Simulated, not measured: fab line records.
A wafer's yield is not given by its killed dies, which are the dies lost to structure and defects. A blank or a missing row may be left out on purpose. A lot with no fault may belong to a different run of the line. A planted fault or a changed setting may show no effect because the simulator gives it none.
Which of the tools did it? -- flow n5_finfet -- 9 lots (27 wafers sampled), 1 step of a 1938-step route

## WHAT THE GAUGES READ, wafer by wafer
N5_MOL_CONTACT_COAG_OVL_MEAS_41.
lot,measured,on,VD_OVL (nm)
L841,day 5 17:37,overlay-01,0.1 -0.1 -0.2
L846,day 6 19:08,overlay-01,0.5 -0.1 0.5
L847,day 6 19:41,overlay-01,0.2 -0.5 -0.6
L848,day 7 05:28,overlay-02,-0.3 -0.4 -1.2
L850,day 7 17:46,overlay-01,1.2 1.2 0.6
L855,day 9 02:38,overlay-01,0.2 -0.1 -0.1
L858,day 9 14:13,overlay-02,0.2 -0.4 0.1
L860,day 10 10:01,overlay-02,0.4 0.5 -0.3
L862,day 10 16:44,overlay-01,0.3 -0.2 0.4

## EACH LOT AND THE TOOL THAT RAN IT (in order: tool; ch and the chambers of the sampled wafers; start)
The record holds no process step before these readings.

## THE ANSWER, worked out from the rows above alone
Rule: usual is defined by the lots themselves. The widest of any qualifying gaps counts: lots, ordered by their means at a reading, are off when they make up no more than a third of the lots, leave a main group of 4 or more, and stand apart from it by 3 or more times the standard deviation of that group's means. If all means in a main group match to the digits the tables above print for the reading, that group is not used. Also off: a lot with no number at a reading for which 4 or more lots have one. Any other lot the step has rows for is counted as sound.
No lot is off at any reading shown: from this, nothing can be told.

## WHAT THE SIMULATOR PUT IN
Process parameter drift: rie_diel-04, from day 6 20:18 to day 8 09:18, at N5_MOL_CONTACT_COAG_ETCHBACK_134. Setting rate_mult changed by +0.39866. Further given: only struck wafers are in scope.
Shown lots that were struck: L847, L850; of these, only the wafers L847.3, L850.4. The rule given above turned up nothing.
